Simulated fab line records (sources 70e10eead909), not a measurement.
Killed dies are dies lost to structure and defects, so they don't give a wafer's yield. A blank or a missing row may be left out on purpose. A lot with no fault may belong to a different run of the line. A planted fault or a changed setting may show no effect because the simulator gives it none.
fab line records	flow nandHarc
[record] lots = 24	wafers = 72	lastDay = 33
route steps=1302 shown A_SLIT@933 A_WL_FILL@977 A_CONTACT@1005
lots with no fault: from the same line, run without faults
startH: hours from the record's first day to the start of the lot's first wafer shown	waitH: how many hours have passed since the lot's step before this one	" same as the row above	L1.1+2: one row covering several wafers at once	- no value present, or no start provided	* or withheld: withheld	< > ~ a bound
route shown NAME@n: NAME is a module with steps in the file, n the number in the route of the first one	usual: mean/standard deviation of fault-free wafers	same: alike in all rows	chamber/n: place in a boat	sites: each site's reading	_std_site: the standard deviation of these	_edge_site: the outer-site mean with the inner-site mean subtracted	radiusMm: for every site, how far away it sits from the centre of the wafer	mask NAME#n: copy n	behind: the last tool/chamber to shape the wafer	hold: the reason the lot was held/the length of the hold in hours/how it ended	device: the transistor (n, p or np) that didn't switch	end of line: tests run on the same wafers once the route is complete	where a step has no rows: the recipe by itself	killed: at the first sort, the dies lost to defects and structure; wafer yield is something else	map: a wafer's dies, x killed, . not, _ none there
set.NAME: the setting the step ran with; set.NAME@STEP: the setting that earlier step ran with	model.NAME: the simulator's own value behind a step, which no gauge read
steps of the route over a sample of lots; a table a step, a row a wafer
services: from which hour (startH, from the record's first day; less than 0 if before it) a tool's chamber was out of use, for how many hours, and why
[[steps]]
[step NHARC_A_SLIT_CD_MEAS_09]
[recipe] targetCdNm = 300	landingEnergyEv = 500
[usual] cdNm = 300.0/0.67
lot.wafer	tool	chamber	startH	waitH	cdNm
L075.1	cdSem-01	0	448.59	-	298.5
L075.2	"	0	"	"	299.1
L075.4	"	0	"	"	300.6
L074.3	cdSem-02	0	449.97	-	301.5
L074.4	"	0	"	"	300.7
L074.6	"	0	"	"	301.5
L076.2	cdSem-03	0	469.89	-	299.8
L076.4	"	0	"	"	299.4
L076.5	"	0	"	"	299.7
L078.1	cdSem-03	0	480.81	-	300.2
L078.4	"	0	"	"	299.9
L078.6	"	0	"	"	299.9
L077.1	cdSem-02	0	481.81	-	300.5
L077.5	"	0	"	"	301.3
L077.6	"	0	"	"	300.4
L080.3	cdSem-03	0	496.31	-	301.1
L080.5	"	0	"	"	300.8
L080.6	"	0	"	"	300.6
L079.2	cdSem-03	0	498.01	-	300.2
L079.4	"	0	"	"	300.5
L079.6	"	0	"	"	299.0
L081.4	cdSem-01	0	521.92	-	299.1
L081.5	"	0	"	"	300.3
L081.6	"	0	"	"	299.1
L083.2	cdSem-03	0	533.87	-	300.9
L083.4	"	0	"	"	301.2
L083.6	"	0	"	"	300.3
L082.2	cdSem-01	0	537.49	-	299.6
L082.4	"	0	"	"	300.6
L082.5	"	0	"	"	299.6
L085.3	cdSem-03	0	548.14	-	299.8
L085.4	"	0	"	"	300.2
L085.6	"	0	"	"	299.8
L084.1	cdSem-01	0	550.62	-	300.4
L084.2	"	0	"	"	300.0
L084.4	"	0	"	"	300.0
L087.2	cdSem-03	0	568.72	-	299.8
L087.3	"	0	"	"	300.0
L087.6	"	0	"	"	300.0
L086.1	cdSem-01	0	569.35	-	300.4
L086.2	"	0	"	"	300.0
L086.6	"	0	"	"	299.5
L088.2	cdSem-01	0	586.11	-	300.2
L088.4	"	0	"	"	300.4
L088.5	"	0	"	"	299.7
L089.3	cdSem-03	0	586.26	-	299.9
L089.4	"	0	"	"	299.7
L089.5	"	0	"	"	300.7
L091.2	cdSem-03	0	617.09	-	299.7
L091.4	"	0	"	"	299.5
L091.6	"	0	"	"	299.6
L090.1	cdSem-02	0	617.24	-	299.6
L090.5	"	0	"	"	299.2
L090.6	"	0	"	"	299.8
L092.2	cdSem-01	0	629.03	-	300.0
L092.3	"	0	"	"	298.5
L092.5	"	0	"	"	298.9
L093.1	cdSem-03	0	629.27	-	300.1
L093.2	"	0	"	"	301.1
L093.4	"	0	"	"	300.5
L094.2	cdSem-03	0	638.94	-	299.9
L094.5	"	0	"	"	300.0
L094.6	"	0	"	"	298.3
L095.3	cdSem-02	0	660.78	-	300.8
L095.5	"	0	"	"	300.2
L095.6	"	0	"	"	300.2
L096.4	cdSem-01	0	672.66	-	299.9
L096.5	"	0	"	"	299.4
L096.6	"	0	"	"	299.9
L097.3	cdSem-01	0	675.84	-	299.2
L097.5	"	0	"	"	300.2
L097.6	"	0	"	"	299.9
[step NHARC_A_SLIT_ETCH_15]
[recipe] targetDepthA = 62000	overEtchFrac = 0.3	timeS = 1612	ionEnergyEv = 150	o2FlowSccm = 400	cosFlowSccm = 20	arFlowSccm = 0	rfW = 500	biasW = 300	chemistry = O2/COS
[usual] drypumpMotorCurrentA = 5.8/0.39	oesProductAu = 0.997/0.0095	rfVppV = 314.2/1.7	showerheadPlenumPTorr = 3.14/0.1	throttleValvePct = 28.330/0.0088
lot.wafer	tool	chamber	startH	waitH	drypumpMotorCurrentA	oesProductAu	rfHoursCounterH	rfVppV	showerheadPlenumPTorr	throttleValvePct
L075.2	rieDiel-01	0	-	-	6.1	1.005	4	314.8	3.15	28.330
L075.4	"	1	"	"	6.2	0.989	4	312.8	3.01	28.335
L075.1	"	2	"	"	5.6	0.991	3	312.7	3.08	28.336
L074.4	rieDiel-10	0	-	-	6.2	0.989	1	311.9	3.08	28.343
L074.3	"	1	"	"	5.8	1.000	1	309.6	2.94	28.331
L074.6	"	3	"	"	5.6	1.003	-	314.0	3.19	28.325
L076.2	rieDiel-01	1	-	-	6.3	0.993	5	313.7	3.01	28.318
L076.4	"	0	"	"	6.1	0.995	5	313.1	3.15	28.327
L076.5	"	1	"	"	6.3	0.987	-	311.1	3.01	28.342
L078.1	rieDiel-10	2	-	-	5.3	0.996	2	315.1	3.13	28.333
L078.4	"	3	"	"	5.6	1.011	2	315.7	3.19	28.345
L078.6	"	2	"	"	5.3	0.995	-	313.1	3.13	28.336
L077.1	rieDiel-04	3	-	-	6.1	1.015	7	315.9	3.34	28.342
L077.6	"	1	"	"	5.7	0.991	-	313.9	3.12	28.325
L077.5	"	2	"	"	5.0	1.001	-	315.7	3.26	28.325
L080.3	rieDiel-01	2	-	-	5.5	0.989	6	312.8	3.08	28.337
L080.5	"	0	"	"	6.0	1.004	-	315.6	3.15	28.329
L080.6	"	1	"	"	6.2	0.986	-	313.5	3.01	28.320
L079.4	rieDiel-04	1	-	-	5.7	0.989	7	314.4	3.12	28.322
L079.2	"	2	"	"	5.0	0.993	8	316.3	3.26	28.330
L079.6	"	0	"	"	5.4	1.002	-	315.9	3.26	28.336
L081.4	rieDiel-01	2	-	-	5.5	0.991	8	312.4	3.08	28.340
L081.6	"	2	"	"	5.6	0.990	-	313.3	3.08	28.324
L081.5	"	3	"	"	5.9	1.004	-	312.9	3.07	28.341
L083.2	rieDiel-01	0	-	-	6.0	1.006	10	314.4	3.15	28.341
L083.4	"	2	"	"	5.5	0.995	9	314.9	3.08	28.338
L083.6	"	3	"	"	5.9	1.000	-	313.7	3.07	28.336
L082.4	rieDiel-01	3	-	-	5.9	0.992	10	313.6	3.07	28.332
L082.2	"	1	"	"	6.3	1.003	10	312.3	3.01	28.332
L082.5	"	0	"	"	6.1	1.005	-	315.5	3.15	28.322
L085.4	rieDiel-04	0	-	-	5.4	1.004	0	315.8	3.26	28.316
L085.3	"	1	"	"	5.7	0.995	0	314.1	3.12	28.332
L085.6	"	1	"	"	5.7	0.992	-	314.2	3.12	28.321
L084.4	rieDiel-01	3	-	-	6.0	0.994	11	314.2	3.07	28.331
L084.1	"	0	"	"	6.1	1.002	12	313.9	3.15	28.317
L084.2	"	1	"	"	6.3	0.988	11	313.4	3.01	28.316
L087.2	rieDiel-10	1	-	-	5.8	1.003	5	310.6	2.94	28.328
L087.3	"	0	"	"	6.2	0.999	5	313.7	3.08	28.319
L087.6	"	2	"	"	5.3	0.987	-	313.2	3.13	28.325
L086.1	rieDiel-04	1	-	-	5.7	0.992	2	313.7	3.12	28.346
L086.2	"	3	"	"	6.1	0.999	1	316.6	3.34	28.330
L086.6	"	2	"	"	5.0	0.980	-	317.4	3.26	28.326
L088.2	rieDiel-04	2	-	-	5.0	0.987	3	317.3	3.26	28.323
L088.4	"	0	"	"	5.4	0.994	3	315.4	3.26	28.320
L088.5	"	3	"	"	6.1	1.007	-	316.7	3.34	28.331
L089.3	rieDiel-01	2	-	-	5.6	0.992	1	312.1	3.08	28.347
L089.4	"	3	"	"	5.9	1.013	1	314.2	3.07	28.321
L089.5	"	1	"	"	6.2	0.993	-	313.2	3.01	28.327
L091.4	rieDiel-04	1	-	-	5.7	1.003	6	313.6	3.12	28.341
L091.2	"	3	"	"	6.1	1.010	6	316.4	3.33	28.337
L091.6	"	1	"	"	5.7	0.991	-	314.5	3.12	28.336
L090.1	rieDiel-01	0	-	-	6.0	1.002	2	313.7	3.15	28.321
L090.5	"	2	"	"	5.6	0.986	-	314.7	3.08	28.347
L090.6	"	3	"	"	5.9	1.009	-	313.3	3.07	28.339
L092.2	rieDiel-01	3	-	-	5.9	1.018	3	314.9	3.06	28.336
L092.3	"	1	"	"	6.3	0.999	2	311.0	3.01	28.333
L092.5	"	0	"	"	6.0	1.002	-	315.0	3.15	28.327
L093.2	rieDiel-04	1	-	-	5.7	1.002	7	313.8	3.12	28.326
L093.1	"	3	"	"	6.1	0.996	7	317.3	3.33	28.323
L093.4	"	0	"	"	5.4	1.002	7	315.2	3.26	28.331
L094.2	rieDiel-01	3	-	-	5.9	1.018	4	312.9	3.06	28.337
L094.6	"	1	"	"	6.3	1.002	-	312.9	3.01	28.323
L094.5	"	2	"	"	5.6	0.976	-	313.9	3.08	28.334
L095.3	rieDiel-04	2	-	-	5.0	0.988	9	314.9	3.26	28.317
L095.5	"	2	"	"	5.0	0.989	-	315.3	3.25	28.319
L095.6	"	3	"	"	6.1	1.023	-	317.0	3.33	28.328
L096.4	rieDiel-04	0	-	-	5.4	0.996	10	315.8	3.26	28.324
L096.6	"	2	"	"	5.0	0.989	-	316.5	3.25	28.330
L096.5	"	3	"	"	6.1	1.006	-	317.3	3.33	28.326
L097.3	rieDiel-01	1	-	-	6.3	1.002	5	310.8	3.01	28.345
L097.6	"	1	"	"	6.2	1.004	-	312.9	3.01	28.327
L097.5	"	2	"	"	5.6	0.994	-	313.9	3.08	28.315
[step NHARC_A_SLIT_STRIP_18]
[recipe] o2FlowSccm = 500	arFlowSccm = 0	biasW = 0	chemistry = O2
[usual] drypumpMotorCurrentA = 5.7/0.4	oesProductAu = 0.999/0.01	rfVppV = 57.8/0.93	showerheadPlenumPTorr = 3.56/0.12	throttleValvePct = 17.036/0.01
lot.wafer	tool	chamber	startH	waitH	drypumpMotorCurrentA	oesProductAu	rfHoursCounterH	rfVppV	showerheadPlenumPTorr	throttleValvePct
L075.2	rieDiel-04	1	-	-	5.7	1.001	5	56.9	3.53	17.031
L075.1	"	2	"	"	5.0	0.994	5	58.6	3.68	17.033
L075.4	"	2	"	"	5.0	0.994	-	58.2	3.68	17.036
L074.3	rieDiel-10	1	-	-	5.8	1.005	1	57.0	3.32	17.015
L074.4	"	3	"	"	5.7	1.005	1	58.0	3.61	17.055
L074.6	"	1	"	"	5.8	0.995	-	56.7	3.32	17.049
L076.4	rieDiel-04	1	-	-	5.7	1.005	6	57.8	3.53	17.053
L076.2	"	2	"	"	5.0	1.011	6	57.8	3.68	17.036
L076.5	"	1	"	"	5.7	1.005	-	58.5	3.53	17.039
L078.4	rieDiel-01	1	-	-	6.3	0.988	6	58.1	3.41	17.041
L078.1	"	3	"	"	5.9	1.005	5	56.3	3.47	17.044
L078.6	"	0	"	"	6.1	0.998	-	58.9	3.56	17.023
L077.1	rieDiel-04	0	-	-	5.4	0.997	6	56.7	3.68	17.023
L077.5	"	3	"	"	6.1	1.006	-	57.1	3.77	17.051
L077.6	"	0	"	"	5.4	0.996	-	59.0	3.68	17.033
L080.3	rieDiel-04	3	-	-	6.1	1.009	9	58.8	3.77	17.032
L080.5	"	3	"	"	6.1	0.992	-	58.3	3.77	17.029
L080.6	"	0	"	"	5.4	1.009	-	56.9	3.68	17.036
L079.2	rieDiel-04	3	-	-	6.1	1.002	9	60.3	3.77	17.051
L079.4	"	0	"	"	5.4	1.009	8	59.4	3.68	17.035
L079.6	"	0	"	"	5.4	1.002	-	59.8	3.68	17.029
L081.4	rieDiel-01	1	-	-	6.3	0.997	10	58.1	3.40	17.027
L081.6	"	0	"	"	6.0	1.004	-	56.9	3.56	17.033
L081.5	"	1	"	"	6.3	1.001	-	58.1	3.40	17.037
L083.2	rieDiel-01	0	-	-	6.1	1.008	11	57.0	3.56	17.027
L083.4	"	3	"	"	5.9	0.995	11	56.7	3.47	17.043
L083.6	"	1	"	"	6.3	0.993	-	56.4	3.40	17.038
L082.4	rieDiel-10	1	-	-	5.7	1.012	3	56.1	3.32	17.035
L082.2	"	3	"	"	5.7	1.015	4	58.6	3.61	17.036
L082.5	"	1	"	"	5.8	1.009	-	57.6	3.32	17.030
L085.4	rieDiel-01	3	-	-	5.9	1.002	12	57.1	3.47	17.042
L085.3	"	1	"	"	6.3	1.004	11	58.1	3.40	17.040
L085.6	"	3	"	"	5.9	1.012	-	58.2	3.47	17.024
L084.2	rieDiel-01	3	-	-	5.9	0.991	12	56.2	3.47	17.036
L084.1	"	0	"	"	6.1	1.003	12	56.9	3.56	17.051
L084.4	"	1	"	"	6.3	0.996	11	56.2	3.40	17.039
L087.3	rieDiel-04	0	-	-	5.4	1.000	2	59.0	3.68	17.043
L087.2	"	3	"	"	6.1	1.014	1	57.7	3.77	17.042
L087.6	"	0	"	"	5.4	1.000	-	59.5	3.68	17.031
L086.1	rieDiel-04	1	-	-	5.7	1.004	2	57.3	3.53	17.025
L086.2	"	0	"	"	5.4	0.998	2	56.9	3.68	17.033
L086.6	"	1	"	"	5.7	0.992	-	58.5	3.53	17.042
L088.4	rieDiel-04	2	-	-	5.0	0.991	4	57.8	3.68	17.046
L088.2	"	3	"	"	6.1	1.005	4	57.7	3.77	17.045
L088.5	"	2	"	"	5.0	0.971	-	59.4	3.68	17.041
L089.4	rieDiel-01	3	-	-	5.9	1.010	1	58.0	3.47	17.033
L089.3	"	2	"	"	5.6	0.980	1	57.8	3.48	17.042
L089.5	"	3	"	"	5.9	1.008	-	56.9	3.47	17.017
L091.2	rieDiel-10	2	-	-	5.3	1.013	0	58.7	3.53	17.039
L091.4	"	3	"	"	5.6	0.999	0	56.2	3.60	17.037
L091.6	"	1	"	"	5.8	1.003	-	56.7	3.32	17.003
L090.1	rieDiel-01	2	-	-	5.6	0.981	3	57.0	3.48	17.037
L090.6	"	2	"	"	5.5	0.985	-	58.8	3.48	17.053
L090.5	"	3	"	"	5.9	1.012	-	56.5	3.46	17.045
L092.2	rieDiel-01	2	-	-	5.6	0.969	3	56.0	3.48	17.041
L092.3	"	3	"	"	5.9	1.010	4	58.8	3.46	17.047
L092.5	"	1	"	"	6.3	0.997	-	58.0	3.40	17.026
L093.4	rieDiel-10	0	-	-	6.2	1.009	1	58.1	3.48	17.034
L093.1	"	1	"	"	5.7	1.000	1	55.7	3.32	17.035
L093.2	"	3	"	"	5.6	1.001	2	58.0	3.60	17.034
L094.2	rieDiel-04	1	-	-	5.7	0.988	9	57.5	3.52	17.037
L094.5	"	1	"	"	5.7	0.990	-	57.9	3.52	17.056
L094.6	"	2	"	"	5.0	0.986	-	56.8	3.68	17.021
L095.3	rieDiel-04	3	-	-	6.1	1.015	10	58.1	3.76	17.033
L095.6	"	2	"	"	5.0	0.976	-	58.7	3.68	17.036
L095.5	"	3	"	"	6.1	1.007	-	56.8	3.76	17.038
L096.4	rieDiel-04	2	-	-	5.0	0.986	11	57.1	3.67	17.015
L096.5	"	1	"	"	5.7	1.003	-	56.9	3.52	17.031
L096.6	"	2	"	"	5.0	0.992	-	59.2	3.68	17.030
L097.3	rieDiel-01	0	-	-	6.1	0.994	6	57.5	3.55	17.042
L097.5	"	1	"	"	6.3	0.997	-	57.6	3.40	17.032
L097.6	"	2	"	"	5.6	0.987	-	58.0	3.48	17.044
[step NHARC_A_WL_FILL_CMP_12]
[recipe] tOverpolishS = 30	targetThkNm = 100
[usual] motorCurrentA = 11.8/1.1	overpolishRunS = 30.001/0.0094	padLifeWafers = 180/98	slurryFilterDpKPa = 13.49/0.14	timeToEndpointS = 20.2/2.9
lot.wafer	tool	chamber	startH	waitH	motorCurrentA	overpolishRunS	padLifeWafers	slurryFilterDpKPa	timeToEndpointS
L074.3	cmp-02	1	479.42	0.2	11.3	29.991	194	13.53	23.0
L074.4	"	2	"	"	11.7	29.995	195	13.44	21.8
L074.6	"	0	"	"	13.5	30.006	-	13.43	21.8
L075.1	cmp-03	1	479.50	0.1	10.4	30.007	78	13.46	16.8
L075.4	"	2	"	"	12.6	29.994	79	13.45	16.5
L075.2	"	3	"	"	10.8	30.001	80	13.47	18.0
L076.4	cmp-04	1	500.84	0.1	10.3	29.998	331	13.49	19.5
L076.2	"	3	"	"	10.4	30.008	333	13.79	16.7
L076.5	"	0	"	"	12.2	30.018	-	13.22	15.7
L078.1	cmp-03	3	513.06	0.2	12.0	30.014	218	13.31	22.4
L078.4	"	0	"	"	12.4	29.998	219	13.41	19.9
L078.6	"	2	"	"	13.1	29.993	-	13.36	18.5
L077.1	cmp-04	1	513.09	0.2	10.8	30.016	21	13.31	22.3
L077.5	"	2	"	"	11.9	30.002	-	13.55	22.5
L077.6	"	3	"	"	9.9	30.002	-	13.54	19.6
L079.2	cmp-03	0	526.99	0.1	12.8	30.011	282	13.39	21.8
L079.4	"	1	"	"	10.6	29.996	283	13.38	17.7
L079.6	"	1	"	"	10.6	29.990	-	13.42	18.4
L080.3	cmp-04	2	526.99	0.1	12.7	30.016	60	13.55	19.1
L080.5	"	2	"	"	12.8	30.015	-	13.40	18.1
L080.6	"	3	"	"	10.4	30.004	-	13.48	16.9
L081.4	cmp-04	3	553.47	0.1	10.3	29.996	176	13.38	17.1
L081.5	"	1	"	"	10.5	29.999	-	13.72	17.7
L081.6	"	2	"	"	12.3	30.019	-	13.33	19.1
L083.2	cmp-03	1	564.73	0.1	10.8	29.989	24	13.27	21.6
L083.4	"	0	"	"	12.2	29.992	27	13.59	25.0
L083.6	"	1	"	"	11.0	29.985	-	13.51	20.5
L082.2	cmp-02	3	569.25	0.2	13.7	30.003	163	13.81	21.2
L082.4	"	0	"	"	12.4	30.005	164	13.31	27.3
L082.5	"	3	"	"	13.3	29.995	-	13.52	19.7
L085.4	cmp-03	1	582.26	0.1	10.8	30.001	108	13.53	21.3
L085.3	"	3	"	"	11.4	29.985	110	13.38	21.6
L085.6	"	2	"	"	13.3	29.996	-	13.41	18.5
L084.1	cmp-04	2	582.28	0.2	12.3	30.008	294	13.68	22.1
L084.4	"	0	"	"	11.3	30.003	296	13.30	17.0
L084.2	"	1	"	"	10.5	29.991	297	13.73	17.9
L086.1	cmp-02	3	599.61	0.2	13.2	30.005	264	13.32	24.4
L086.2	"	0	"	"	12.9	29.998	265	13.53	27.1
L086.6	"	0	"	"	13.2	29.997	-	13.56	22.7
L087.3	cmp-04	0	599.67	0.1	11.4	29.992	343	13.52	16.8
L087.2	"	1	"	"	10.0	29.993	344	13.30	19.2
L087.6	"	0	"	"	11.6	30.010	-	13.52	18.0
L088.2	cmp-04	2	616.57	0.2	12.8	29.978	48	13.56	15.6
L088.4	"	3	"	"	10.6	30.015	49	13.46	18.4
L088.5	"	3	"	"	9.8	30.007	-	13.33	17.6
L089.3	cmp-02	3	616.61	0.1	13.7	30.008	350	13.47	19.3
L089.4	"	0	"	"	13.1	29.985	351	13.57	21.8
L089.5	"	2	"	"	11.6	30.013	-	13.38	22.5
L090.1	cmp-02	3	652.56	0.2	13.2	29.996	79	13.53	14.7
L090.6	"	2	"	"	11.8	29.994	-	13.67	22.5
L090.5	"	3	"	"	13.2	29.994	-	13.24	18.7
L091.2	cmp-04	2	656.81	0.2	12.3	29.970	187	13.38	25.0
L091.4	"	0	"	"	11.8	29.996	189	13.38	20.4
L091.6	"	1	"	"	9.9	29.994	-	13.52	21.1
L093.2	cmp-02	0	662.23	0.1	13.4	30.015	126	13.68	22.6
L093.1	"	1	"	"	12.3	30.001	127	13.52	22.0
L093.4	"	3	"	"	13.8	30.001	129	13.49	20.7
L092.3	cmp-04	1	667.53	0.1	10.6	30.001	234	13.43	21.5
L092.2	"	0	"	"	11.9	30.008	237	13.85	18.4
L092.5	"	2	"	"	13.0	29.991	-	13.72	23.4
L094.2	cmp-04	3	672.28	0.1	10.0	29.989	246	13.51	15.9
L094.5	"	3	"	"	10.2	30.002	-	13.59	19.4
L094.6	"	0	"	"	11.4	30.002	-	13.64	16.3
L095.3	cmp-03	0	691.83	0.1	12.9	29.993	128	13.49	21.0
L095.5	"	2	"	"	12.9	30.011	-	13.91	19.0
L095.6	"	3	"	"	11.1	29.998	-	13.41	23.0
L096.4	cmp-03	2	702.66	0.1	12.6	30.009	169	13.39	18.9
L096.5	"	1	"	"	10.6	30.011	-	13.40	20.3
L096.6	"	2	"	"	13.2	29.994	-	13.35	19.0
L097.3	cmp-03	1	707.33	0.1	10.3	29.999	186	13.52	21.2
L097.6	"	1	"	"	10.9	30.008	-	13.18	20.6
L097.5	"	2	"	"	13.0	29.980	-	13.63	19.0
[step NHARC_A_CONTACT_ETCH_111]
[recipe] sourceW = withheld	pressureMtorr = 20	biasV = withheld	timeS = 140	targetDepthA = 7000	arFlowSccm = withheld	c4f8FlowSccm = withheld	o2FlowSccm = withheld	chemistry = C4F8/O2/Ar
lot.wafer	tool	chamber	startH	waitH	rfHoursCounterH
L074.4	harCapEtch-01	1	488.62	-	-
L074.3	"	0	"	"	-
L074.6	"	1	"	"	-
L075.1	harCapEtch-02	0	488.94	-	88
L075.2	"	1	"	"	88
L075.4	"	0	"	"	-
L076.2	harCapEtch-02	0	509.51	-	92
L076.4	"	1	"	"	-
L076.5	"	1	"	"	-
L078.1	harCapEtch-02	1	521.27	-	94
L078.4	"	0	"	"	-
L078.6	"	1	"	"	-
L077.1	harCapEtch-03	1	521.64	-	48
L077.6	"	1	"	"	-
L077.5	"	0	"	"	-
L080.3	harCapEtch-01	0	535.99	-	-
L080.6	"	0	"	"	-
L080.5	"	1	"	"	-
L079.2	harCapEtch-02	0	536.30	-	98
L079.4	"	0	"	"	-
L079.6	"	0	"	"	-
L081.4	harCapEtch-03	0	561.63	-	-
L081.6	"	0	"	"	-
L081.5	"	1	"	"	-
L083.2	harCapEtch-02	0	575.55	-	104
L083.4	"	0	"	"	-
L083.6	"	1	"	"	-
L082.2	harCapEtch-03	0	579.51	-	58
L082.4	"	0	"	"	-
L082.5	"	0	"	"	-
L085.4	harCapEtch-01	0	592.10	-	-
L085.3	"	1	"	"	-
L085.6	"	1	"	"	-
L084.1	harCapEtch-02	1	592.79	-	108
L084.2	"	0	"	"	108
L084.4	"	0	"	"	-
L086.2	harCapEtch-01	1	607.70	-	15
L086.1	"	0	"	"	15
L086.6	"	1	"	"	-
L087.2	harCapEtch-02	1	608.59	-	112
L087.3	"	1	"	"	-
L087.6	"	0	"	"	-
L088.2	harCapEtch-01	0	626.70	-	18
L088.4	"	0	"	"	-
L088.5	"	1	"	"	-
L089.4	harCapEtch-03	0	627.77	-	-
L089.3	"	1	"	"	-
L089.5	"	1	"	"	-
L090.1	harCapEtch-02	1	660.74	-	119
L090.5	"	1	"	"	-
L090.6	"	0	"	"	-
L091.2	harCapEtch-01	1	666.70	-	23
L091.4	"	1	"	"	-
L091.6	"	0	"	"	-
L093.1	harCapEtch-03	1	670.40	-	73
L093.2	"	0	"	"	73
L093.4	"	0	"	"	-
L092.2	harCapEtch-01	1	681.16	-	26
L092.3	"	1	"	"	-
L092.5	"	1	"	"	-
L094.2	harCapEtch-02	0	686.23	-	125
L094.5	"	1	"	"	-
L094.6	"	0	"	"	-
L095.3	harCapEtch-02	1	700.29	-	-
L095.6	"	0	"	"	-
L095.5	"	1	"	"	-
L096.4	harCapEtch-02	1	712.08	-	-
L096.5	"	1	"	"	-
L096.6	"	0	"	"	-
L097.3	harCapEtch-01	0	718.27	-	-
L097.6	"	1	"	"	-
L097.5	"	0	"	"	-
[step NHARC_A_CONTACT_ETCH_114]
[recipe] sourceW = withheld	pressureMtorr = 20	biasV = 3000	timeS = 190	targetDepthA = 18500	arFlowSccm = withheld	c4f8FlowSccm = withheld	o2FlowSccm = withheld	chemistry = C4F8/O2/Ar
lot.wafer	tool	chamber	startH	waitH	rfHoursCounterH
L074.4	harCapEtch-01	1	489.15	0.1	-
L074.3	"	0	"	"	-
L074.6	"	1	"	"	-
L075.1	harCapEtch-02	0	489.48	0.1	88
L075.2	"	1	"	"	88
L075.4	"	0	"	"	-
L076.2	harCapEtch-02	0	510.05	0.1	92
L076.4	"	1	"	"	-
L076.5	"	1	"	"	-
L078.1	harCapEtch-02	1	521.81	0.1	95
L078.4	"	0	"	"	-
L078.6	"	1	"	"	-
L077.1	harCapEtch-03	1	522.19	0.1	49
L077.6	"	1	"	"	-
L077.5	"	0	"	"	-
L080.3	harCapEtch-01	0	536.53	0.1	-
L080.6	"	0	"	"	-
L080.5	"	1	"	"	-
L079.2	harCapEtch-02	0	536.84	0.1	99
L079.4	"	0	"	"	-
L079.6	"	0	"	"	-
L081.4	harCapEtch-03	0	562.16	0.1	-
L081.6	"	0	"	"	-
L081.5	"	1	"	"	-
L083.2	harCapEtch-02	0	576.09	0.1	104
L083.4	"	0	"	"	-
L083.6	"	1	"	"	-
L082.2	harCapEtch-03	0	580.05	0.1	58
L082.4	"	0	"	"	-
L082.5	"	0	"	"	-
L085.4	harCapEtch-01	0	592.63	0.1	-
L085.3	"	1	"	"	-
L085.6	"	1	"	"	-
L084.1	harCapEtch-02	1	593.33	0.1	108
L084.2	"	0	"	"	108
L084.4	"	0	"	"	-
L086.2	harCapEtch-01	1	608.25	0.1	15
L086.1	"	0	"	"	15
L086.6	"	1	"	"	-
L087.2	harCapEtch-02	1	609.13	0.1	112
L087.3	"	1	"	"	-
L087.6	"	0	"	"	-
L088.2	harCapEtch-01	0	627.24	0.1	19
L088.4	"	0	"	"	-
L088.5	"	1	"	"	-
L089.4	harCapEtch-03	0	628.30	0.1	-
L089.3	"	1	"	"	-
L089.5	"	1	"	"	-
L090.1	harCapEtch-02	1	661.29	0.1	119
L090.5	"	1	"	"	-
L090.6	"	0	"	"	-
L091.2	harCapEtch-01	1	667.24	0.1	24
L091.4	"	1	"	"	-
L091.6	"	0	"	"	-
L093.1	harCapEtch-03	1	670.94	0.1	74
L093.2	"	0	"	"	74
L093.4	"	0	"	"	-
L092.2	harCapEtch-01	1	681.69	0.1	26
L092.3	"	1	"	"	-
L092.5	"	1	"	"	-
L094.2	harCapEtch-02	0	686.77	0.1	125
L094.5	"	1	"	"	-
L094.6	"	0	"	"	-
L095.3	harCapEtch-02	1	700.82	0.1	-
L095.6	"	0	"	"	-
L095.5	"	1	"	"	-
L096.4	harCapEtch-02	1	712.62	0.1	-
L096.5	"	1	"	"	-
L096.6	"	0	"	"	-
L097.3	harCapEtch-01	0	718.80	0.1	-
L097.6	"	1	"	"	-
L097.5	"	0	"	"	-
[[services]]
tool	chamber	startH	hours	kind
harCapEtch-03	-	432.99	0.6	repair
rieDiel-04	0	454.39	13.4	repair
cmp-03	-	456.00	4.0	pm
rieDiel-01	0	457.96	8.7	repair
rieDiel-01	3	481.33	4.3	repair
cmp-03	-	486.82	1.8	repair
harCapEtch-01	-	497.00	17.0	pm
cmp-04	-	503.00	4.0	pm
rieDiel-10	1	519.88	2.9	repair
cmp-04	-	522.24	0.9	repair
rieDiel-04	-	531.95	9.0	pm
cmp-04	-	535.98	1.9	repair
cmp-03	-	554.00	4.0	pm
rieDiel-01	-	557.89	9.0	pm
harCapEtch-03	-	564.55	2.6	repair
rieDiel-01	1	570.66	13.2	repair
cmp-04	-	586.88	2.2	repair
cmp-03	-	595.90	1.5	repair
cmp-04	-	601.00	4.0	pm
rieDiel-04	2	632.46	3.9	repair
cmp-03	-	652.00	4.0	pm
rieDiel-04	-	676.21	0.2	repair
cmp-04	-	699.00	4.0	pm
rieDiel-04	-	708.95	9.0	pm
[[key]]
fault none
